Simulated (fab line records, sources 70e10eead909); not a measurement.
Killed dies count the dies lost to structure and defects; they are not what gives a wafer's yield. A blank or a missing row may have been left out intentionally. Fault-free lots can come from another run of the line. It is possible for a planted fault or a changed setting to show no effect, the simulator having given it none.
The tool behind it: which one? | flow nand-harc | 6 lots with 18 wafers sampled at 4 steps, on a route of 1302 steps

WHAT THE GAUGES SHOWED, per wafer
NHARC_THIN_TSV_CD_MEAS_12 targets a cd of 1000 nm.
lot  | measured     | on        | cd-nm (nm)
L906 | day 24 22:58 | cd-sem-02 | 996.7 996.8 997.3
L908 | day 25 17:02 | cd-sem-03 | 1001.2 998.9 1001.7
L909 | day 26 08:53 | cd-sem-02 | 996.6 994.5 998.0
L918 | day 30 05:31 | cd-sem-01 | 996.2 998.4 1000.3
L922 | day 31 01:12 | cd-sem-03 | 998.3 1002.0 996.8

WHICH TOOL RAN EACH LOT (tool, then ch and the chambers of the sampled wafers, then the start)
lot  | NHARC_A_SLIT_DEP_00           | NHARC_A_BONDPAD_DEP_00          | NHARC_A_BONDPAD_DESCUM_11
L906 | acl-dep-03 ch 0, day 20 14:24 | pecvd-01 ch 0,1,2, day 24 07:58 | rie-diel-06 ch 0,2,3, day 24 09:22
L908 | acl-dep-01 ch 0, day 21 10:26 | pecvd-04 ch 0,2, day 25 00:42   | rie-diel-06 ch 2,3, day 25 02:04
L909 | acl-dep-03 ch 0, day 22 02:41 | pecvd-01 ch 0,1,2, day 25 16:29 | rie-diel-06 ch 1,2,3, day 25 17:53
L916 | acl-dep-01 ch 0, day 23 23:11 | -                               | -
L918 | acl-dep-02 ch 0, day 25 18:25 | pecvd-04 ch 1,2, day 29 12:08   | rie-diel-06 ch 2,3, day 29 13:29
L922 | acl-dep-03 ch 0, day 26 19:08 | pecvd-01 ch 0,1,2, day 30 07:23 | rie-diel-06 ch 0,2,3, day 30 08:48
- NHARC_A_SLIT_DEP_00: deposits aC, target thk 6200 nm.
- NHARC_A_BONDPAD_DEP_00: deposits SiCN, target thk 250 nm.
- NHARC_A_BONDPAD_DESCUM_11: chemistry O2, time 3 s.

THE ANSWER, worked out from the rows above alone
Rule: what is usual is taken from the lots themselves. The widest of any qualifying gaps counts: lots, ordered by their means at a reading, are off when they make up no more than a third of the lots, leave a main group of 4 or more, and stand apart from it by 3 or more times the standard deviation of that group's means. A main group is skipped when, at the precision printed for the reading in the tables above, its means are all equal. Also off: a lot with no number at a reading for which 4 or more lots have one. The other lots that the step has rows for count as sound.
None of the lots is off at any reading shown; this tells nothing.

WHAT THE SIMULATOR HAD INSERTED
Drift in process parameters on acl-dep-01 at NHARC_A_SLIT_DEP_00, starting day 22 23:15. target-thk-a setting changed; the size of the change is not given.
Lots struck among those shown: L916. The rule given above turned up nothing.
